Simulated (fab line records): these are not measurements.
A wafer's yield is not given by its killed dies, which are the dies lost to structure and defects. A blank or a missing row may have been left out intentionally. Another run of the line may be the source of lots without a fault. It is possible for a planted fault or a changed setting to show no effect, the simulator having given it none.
Struck lot and sound lot, side by side :: flow nand_harc :: 26 steps out of a route of 1159
Sound: the wafers L351.1, L351.2, L351.5. Struck: wafers L342.1, L342.4, L342.5. The cause is given at the end.
At each step with rows: each side's tool, then ch and its chambers, then its first start. Under that, the readings that differ: sound wafers :: struck wafers :: difference of the means :: sigmas: that difference in standard deviations of wafers without a fault.
alike: words and numbers the same on both sides, and readings whose means are apart by under 2 such deviations; not compared: readings that were withheld, readings missing a value for some wafer, numbers with overlapping values and no deviation given by the record, and bounds like >300 which may hide the same value.
The two part at a step that has a row with sigmas, a row that says differs or no value, or rows on one side only. Non-overlapping numbers with no deviation appear without sigmas and do not part them. Lack of a reading on every wafer of one side parts them only where that side has two or more wafers.

first, 8 steps without rows for these wafers: NHARC_A_CHANNEL_HOLE_D1_PEB_08 (peb time 65 s); NHARC_A_CHANNEL_HOLE_D1_DEVELOP_09 (develop time 35 s); NHARC_A_CHANNEL_HOLE_D1_DESCUM_15 (chemistry O2, time 3 s); NHARC_A_CHANNEL_HOLE_D1_ETCH_38 (etches the open film in CF4, target depth 39 nm, time 65 s); NHARC_A_CHANNEL_HOLE_D1_ETCH_39 (etches the open film in N2/H2, target depth 260 nm, time 325 s); NHARC_A_CHANNEL_HOLE_D1_ETCH_34 (etches the open film in CF4/CHF3, target depth 154 nm, time 77 s); NHARC_A_CHANNEL_HOLE_D1_ETCH_16 (etches the open film in O2/COS, target depth 3100 nm, time 806 s); NHARC_A_CHANNEL_HOLE_D1_ETCH_19 (etches the open film in C4F8/O2/Ar, time 34.5 s).
NHARC_A_CHANNEL_HOLE_D1_ETCH_20: etches the open film in C4F8/O2/Ar, time 361.9 s, target depth 1600 nm.
  sound on har_etch-02 ch 0,1, day 14 08:23; struck on har_etch-01 ch 0,1, day 11 16:09
  no value came back on the struck wafers for any of 6 readings (c4f8_flow_sccm (sccm), chamber_pressure_mTorr (mTorr) and others); on the sound wafers c4f8_flow_sccm (sccm) reads 88.94 89.24 88.93
  not compared: rf_hours_counter_h
then, 10 steps without rows for these wafers: NHARC_A_CHANNEL_HOLE_D1_ETCH_21 (etches the open film in C4F8/O2/Ar, time 514.3 s, target depth 1600 nm); NHARC_A_CHANNEL_HOLE_D1_ETCH_22 (etches the open film in C4F8/O2/Ar, time 666.7 s, target depth 1600 nm); NHARC_A_CHANNEL_HOLE_D1_ETCH_23 (etches the open film in C4F8/O2/Ar, time 819 s, target depth 1600 nm); NHARC_A_CHANNEL_HOLE_D1_ETCH_24 (etches the open film in C4F8/O2/Ar, time 906.2 s, target depth 1500 nm); NHARC_A_CHANNEL_HOLE_D1_ETCH_25 (etches the open film in C4F8/O2/Ar, time 1040.2 s, target depth 1500 nm); NHARC_A_CHANNEL_HOLE_D1_ETCH_26 (etches the open film in C4F8/O2/Ar, time 224.1 s, target depth 300 nm); NHARC_A_CHANNEL_HOLE_D1_ETCH_33 (etches the open film in C4F8/O2/Ar, time 90 s, target depth 400 nm); NHARC_A_CHANNEL_HOLE_D1_STRIP_41 (strips in N2/H2); NHARC_A_CHANNEL_HOLE_D1_STRIP_42 (strips in CF4/CHF3); NHARC_A_CHANNEL_HOLE_D1_STRIP_43 (strips in O2/COS).
NHARC_A_CHANNEL_HOLE_D1_ETCH_44: etches the open film in CF4/O2, target depth 140 nm, overetch 14 nm, time 77 s.
  sound on rie_diel-02 ch 1,3, day 14 13:01; struck on rie_diel-02 ch 0,1,3, day 11 20:43
  alike: bias_w, cf4_flow_sccm, drypump_motor_current_A, oes_product_au, rf_vpp_V, showerhead_plenum_p_Torr, throttle_valve_pct
  not compared: rf_hours_counter_h, model.A_CHANNEL_HOLE_D1.cd_nm
then, 3 steps without rows for these wafers: NHARC_A_CHANNEL_HOLE_D1_STRIP_27 (strips in O2); NHARC_A_CHANNEL_HOLE_D1_PRECLEAN_28 (cleans in SC1); NHARC_A_CHANNEL_HOLE_D1_SRD_29.
NHARC_A_CHANNEL_HOLE_D1_CD_MEAS_30:
  struck on cd_sem-02, day 11 21:31; sound on cd_sem-01, day 14 13:48
reading: cd_nm (nm)
sound: 87.7 92.2 89.9
struck: 3.5 0.3 1.6
difference: -88.1
sigmas: -42
NHARC_A_CHANNEL_HOLE_D1_XSEM_31:
  sound on xsem-02 ch 0, day 14 13:53; struck on xsem-01 ch 0, day 11 21:36
reading: bot_cd_nm (nm)
sound: 71.9 77.1 74.0
struck: 3.8 0.7 1.8
difference: -72.2
sigmas: -33

reading: bow_nm (nm)
sound: 8.4 8.4 8.4
struck: 0.6 0.6 0.6
difference: -7.8
sigmas: -26

reading: tilt_deg (degrees)
sound: 0.16 0.16 0.16
struck: 0.06 0.06 0.06
difference: -0.10
sigmas: -2
-- record jumps: 11 days between struck wafers' starts before vs after; left off in module A_CHANNEL_HOLE_D1, resumes in module END, first step shown is number 1159 of the route --
NHARC_END_SORT_01:
  here the record holds rows for the struck wafers (prober-02 ch 0, day 23 06:23) but none for the sound ones

== WHERE THEY PART ==
First at NHARC_A_CHANNEL_HOLE_D1_ETCH_20; last, within this record, at NHARC_END_SORT_01.

WHY: what the simulator had put in
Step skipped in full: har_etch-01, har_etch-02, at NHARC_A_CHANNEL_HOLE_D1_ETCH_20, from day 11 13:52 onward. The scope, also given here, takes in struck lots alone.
